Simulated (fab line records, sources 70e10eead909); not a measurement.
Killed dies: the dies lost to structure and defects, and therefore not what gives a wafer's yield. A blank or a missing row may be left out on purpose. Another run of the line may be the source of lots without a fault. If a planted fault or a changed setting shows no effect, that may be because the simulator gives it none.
Chamber matching	flow nandHarc	4 sister chambers for NHARC_A_STAIRCASE_ALD_420 on aldHk-03
The step deposits SiO2, target thk 20 nm, pulse time 6 s, ald cycles 200. 4 wafers are shown with their chamber, then 12 later ones without.

== EACH WAFER AND ITS CHAMBER ==
wafer	chamber	heaterPowerW (W)
L082.1	0	484
L084.3	3	421
L084.5	2	460
L084.6	1	501

== WAFERS WHOSE CHAMBER IS MISSING ==
wafer	heaterPowerW (W)
L086.1	519
L086.2	494
L086.6	487
L088.1	488
L088.2	483
L088.3	430
L089.1	496
L089.3	433
L089.5	483
L094.1	458
L094.3	439
L094.4	477

== THE CHAMBER EACH PASSED THROUGH ==
wafer	from the rows above	in truth
L086.1	can't be placed: 1 or 0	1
L086.2	can't be placed: 1 or 0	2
L086.6	can't be placed: 0 or 1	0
L088.1	can't be placed: 0 or 1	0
L088.2	can't be placed: 0 or 1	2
L088.3	3	3
L089.1	can't be placed: 1 or 0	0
L089.3	can't be placed: 3 or 2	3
L089.5	can't be placed: 0 or 1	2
L094.1	2	2
L094.3	can't be placed: 3 or 2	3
L094.4	can't be placed: 0 or 2 or 1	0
2 of 12 placed correctly. Cannot be placed on the basis of these rows: 10; the candidates contain the true chamber in 7. Number placed wrongly: 0.
How it was worked out, from the rows above alone: a wafer's distance from a chamber is the root of the sum, over the readings, of the square of ((its reading less the chamber's mean) divided by the reading's scatter). The wafer belongs to the nearest chamber; if the next one is less than 2 further off, it can't be placed. The mean given for a chamber averages the wafers shown for that chamber. The scatter: root of mean squared gap, hidden wafer to nearest shown wafer, with one shown wafer a chamber.
